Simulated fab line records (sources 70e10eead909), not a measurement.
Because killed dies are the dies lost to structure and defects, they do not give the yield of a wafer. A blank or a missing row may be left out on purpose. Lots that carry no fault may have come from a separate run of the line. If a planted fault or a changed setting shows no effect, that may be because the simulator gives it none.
Chamber matching | flow nand_harc | NHARC_A_CONTACT_ETCH_92 on rie_diel-08 has 4 sister chambers
The step etches the open film in CH3F/O2, target depth 40 nm, time 85.7 s. 14 wafers are shown with their chamber, then 6 later ones without.

WAFERS WITH THEIR CHAMBER
wafer  | chamber | showerhead_plenum_p_Torr (Torr) | drypump_motor_current_A (A) | rf_vpp_V (V)
L946.3 | 2       | 2.50                            | 6.36                        | 244.5
L946.5 | 0       | 2.48                            | 6.06                        | 243.5
L946.6 | 1       | 2.46                            | 6.07                        | 242.9
L947.1 | 0       | 2.47                            | 6.07                        | 244.1
L947.5 | 2       | 2.50                            | 6.32                        | 244.9
L947.6 | 1       | 2.46                            | 6.05                        | 245.3
L949.2 | 2       | 2.50                            | 6.33                        | 245.2
L949.4 | 3       | 2.30                            | 5.63                        | 242.2
L949.6 | 2       | 2.50                            | 6.32                        | 243.6
L956.3 | 2       | 2.50                            | 6.34                        | 244.0
L956.6 | 3       | 2.30                            | 5.61                        | 240.8
L955.4 | 2       | 2.49                            | 6.37                        | 244.0
L966.3 | 1       | 2.45                            | 6.05                        | 244.5
L966.4 | 0       | 2.46                            | 6.02                        | 244.3

SIGNATURES, as means of the wafers listed above
reading                  | chamber 0 | chamber 1 | chamber 2 | chamber 3 | scatter within a chamber
showerhead_plenum_p_Torr | 2.4700    | 2.4567    | 2.4983    | 2.3000    | 0.00592
drypump_motor_current_A  | 6.0500    | 6.0567    | 6.3400    | 5.6200    | 0.0202
rf_vpp_V                 | 243.967   | 244.233   | 244.367   | 241.500   | 0.785
Rule: a wafer lies at a distance from a chamber equal to the root of the sum of squares, over the readings, of (its reading less the chamber's mean, divided by the reading's scatter). The wafer belongs to the nearest chamber; if the next one is less than 2 further off, it can't be placed. The scatter: take each reading less its chamber's mean, square it, sum over the shown wafers, divide by the number of wafers less the number of chambers, and take the root.

WAFERS WHOSE CHAMBER IS MISSING
wafer  | showerhead_plenum_p_Torr (Torr) | drypump_motor_current_A (A) | rf_vpp_V (V)
L966.5 | 2.49                            | 6.32                        | 244.3
L964.2 | 2.29                            | 5.62                        | 241.7
L964.4 | 2.49                            | 6.33                        | 244.4
L964.6 | 2.29                            | 5.62                        | 242.7
L969.5 | 2.49                            | 6.34                        | 245.0
L969.6 | 2.45                            | 6.07                        | 243.9

WHICH CHAMBER EACH ONE RAN IN
wafer  | from the rows above | in truth
L966.5 | 2                   | 2
L964.2 | 3                   | 3
L964.4 | 2                   | 2
L964.6 | 3                   | 3
L969.5 | 2                   | 2
L969.6 | 1                   | 1
Correct placement for 6 of the 6. Left unplaced by these rows: 0. 0 placed wrongly.
